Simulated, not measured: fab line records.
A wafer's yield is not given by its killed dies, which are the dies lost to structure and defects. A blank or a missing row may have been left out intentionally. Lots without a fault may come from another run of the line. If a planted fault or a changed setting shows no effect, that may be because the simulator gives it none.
The tool behind it: which one? :: flow nand harc :: 6 lots, 17 wafers sampled, at 1 step of a route of 1159

== WHAT THE GAUGES SHOWED, per wafer ==
NHARC_A_SGD_CUT_INSPECT_11.
lot: L554
measured: day 14 02:58
on: defect inspect-01
raw defect count: 18 25 23

lot: L555
measured: day 14 13:13
on: defect inspect-02
raw defect count: 12 23 18

lot: L557
measured: day 15 23:08
on: defect inspect-02
raw defect count: 4 9 12

lot: L563
measured: day 17 19:53
on: defect inspect-02
raw defect count: 12 13

lot: L570
measured: day 18 20:11
on: defect inspect-01
raw defect count: 37 27 36

lot: L574
measured: day 19 16:06
on: defect inspect-01
raw defect count: 10 10 8

== EACH LOT AND THE TOOL THAT RAN IT (in order: tool; ch and the chambers of the sampled wafers; start) ==
No process step before these readings appears in the record.

== THE ANSWER, worked out from the rows above alone ==
Rule: the lots themselves supply what counts as usual. The widest of any qualifying gaps counts: lots, ordered by their means at a reading, are off when they make up no more than a third of the lots, leave a main group of 4 or more, and stand apart from it by 3 or more times the standard deviation of that group's means. Not used: any main group whose means are identical at the precision the tables above print for the reading. Also off: a lot with no number at a reading for which 4 or more lots have one. Any other lot the step has rows for is counted as sound.
Across all readings shown, no lot is off: no conclusion can be drawn from this.

== WHAT THE SIMULATOR HAD INSERTED ==
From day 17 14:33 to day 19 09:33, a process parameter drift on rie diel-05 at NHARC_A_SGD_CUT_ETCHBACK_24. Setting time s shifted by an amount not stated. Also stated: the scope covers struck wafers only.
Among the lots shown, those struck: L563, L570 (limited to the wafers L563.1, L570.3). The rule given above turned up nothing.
